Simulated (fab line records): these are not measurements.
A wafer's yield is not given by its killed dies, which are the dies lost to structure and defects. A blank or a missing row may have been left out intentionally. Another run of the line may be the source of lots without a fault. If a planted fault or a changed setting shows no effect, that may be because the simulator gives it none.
A struck lot beside a sound one ; flow n5Finfet ; 16 out of 1938 route steps
Sound: the wafers L341.3, L341.5, L341.6. The struck wafers were L349.1, L349.3, L349.5. The cause comes at the end.
Each step with rows lists, per side, the tool, then ch with its chambers, then its first start. Under that, the readings that differ: sound wafers ; struck wafers ; difference of the means ; sigmas: that difference in standard deviations of wafers without a fault.
alike: a reading whose means differ by less than 2 such deviations, as well as words and numbers matching on both sides. not compared: withheld readings; readings where some wafer has no value; bounds like >300 that might hide an equal value; numbers whose values overlap and for which the record gives no deviation.
Wherever a step has rows on one side only, a row that says differs or no value, or a row with sigmas, the two part there. Numbers that don't overlap but have no deviation are shown without sigmas and don't part them. A reading that every wafer of one side lacks parts them only if that side has two wafers or more.

N5_HKMG_FIN_ETCH_35: etches SOC in N2/H2, target depth 215.8 nm, time 243.4 s.
  sound on rieDiel-06 ch 1,2, day 4 15:11; struck on rieDiel-02 ch 0,3, day 6 12:00
  alike: chamberPressureMTorr, drypumpMotorCurrentA, h2FlowSccm, oesProductAu, rfFwdPowerW, rfVppV, showerheadPlenumPTorr, throttleValvePct
  not compared: rfHoursCounterH
N5_HKMG_FIN_STRIP_92: strips SOC in N2/H2, time 20 s.
  sound on rieDiel-06 ch 1,2, day 4 15:20; struck on rieDiel-02 ch 0,3, day 6 12:09
  alike: chamberPressureMTorr, drypumpMotorCurrentA, h2FlowSccm, oesProductAu, rfFwdPowerW, rfVppV, showerheadPlenumPTorr, throttleValvePct
  not compared: rfHoursCounterH
then, 4 steps without rows for these wafers: N5_HKMG_FIN_WET_ETCH_18 (etches TiN in SC1, time 55 s, target depth 5.2 nm, rinse time 30 s); N5_HKMG_FIN_STRIP_19 (strips in N2/H2, time 360 s); N5_HKMG_FIN_ALD_91 (deposits TiN, target thk 1 nm, pulse time 1 s, purge time 3 s); N5_HKMG_FIN_COAT_85 (time 60 s, resist thk 300 nm).
N5_HKMG_FIN_ETCH_86: etches SOC in N2/H2, stops on TiN, target depth 393.2 nm.
  sound on rieDiel-01 ch 0,1, day 4 16:28; struck on rieDiel-02 ch 1,2,3, day 6 13:02
reading;sound;struck;difference;sigmas
drypumpMotorCurrentA (A);4.7 4.7 5.0;6.1 6.4 5.8;+1.3;+3
  alike: chamberPressureMTorr, h2FlowSccm, oesProductAu, rfFwdPowerW, rfVppV, showerheadPlenumPTorr, throttleValvePct
  not compared: rfHoursCounterH
then, 3 steps without rows for these wafers: N5_HKMG_FIN_STRIP_89 (strips SOC in N2/H2, time 20 s); N5_HKMG_FIN_WET_ETCH_87 (etches TiN in SC1, time 154.2 s, target depth 4.7 nm, rinse time 30 s); N5_HKMG_FIN_STRIP_88 (strips in N2/H2, time 360 s).
N5_HKMG_FIN_NWFM_ALD_20: deposits TiAlC, target thk 2 nm, pulse time 3 s, purge time 2 s.
  sound on aldMetal-03 ch 1,2,3, day 4 17:22; struck on aldMetal-03 ch 0,1, day 6 13:40
  alike: heaterPowerW, precursorPulseHeightRel
N5_HKMG_FIN_ALD_71: deposits TiN, target thk 1 nm, pulse time 1 s, purge time 3 s.
  sound on aldMetal-03 ch 1,2,3, day 4 17:28; struck on aldMetal-03 ch 0,1, day 6 13:46
  alike: heaterPowerW, precursorPulseHeightRel
N5_HKMG_FIN_COAT_66: time 60 s, resist thk 300 nm.
  sound on lithoTrack-01 ch 0, day 4 17:44; struck on lithoTrack-01 ch 0, day 6 14:02
reading;sound;struck;difference;sigmas
spinSpeedRpm (rpm);1501.0 1499.7 1500.2;1608.1 1608.7 1608.2;+108.0;+98
model.SOC_of_HKMG_FIN_COAT_66.thkNm (nm);301 300.4 300.8;290.4 290.2 291;-10.2;
then, 1 step without rows for these wafers: N5_HKMG_FIN_ETCH_67 (etches SOC in N2/H2, stops on TiN, target depth 388.9 nm).
-- record jumps: 3 days separate the struck wafers' starts on either side; left off in module HKMG_FIN, taken up again in module BEOL_M4, whose first shown step is the route's number 1111 --
N5_BEOL_M4_RC_MEAS_101:
  sound on prober-01 ch 0, day 8 02:57; struck on prober-01 ch 0, day 9 17:12
reading;sound;struck;difference;sigmas
IOFF_P (nA/um);0.25 0.25 0.28;0.15 0.19 0.17;-0.09;-3
VT_P (mV);-247 -247 -245;-255 -256 -256;-9;-3
  alike: DIBL_N, DIBL_P, IOFF_N, ION_N, ION_P, SS_N, SS_P, VT_N
after that, 1 step had no rows for these wafers: N5_PASSIVATION_PROBE_49.

WHERE THEY PART
First at N5_HKMG_FIN_ETCH_86; last, within this record, at N5_BEOL_M4_RC_MEAS_101.

WHY: whatever the simulator had introduced
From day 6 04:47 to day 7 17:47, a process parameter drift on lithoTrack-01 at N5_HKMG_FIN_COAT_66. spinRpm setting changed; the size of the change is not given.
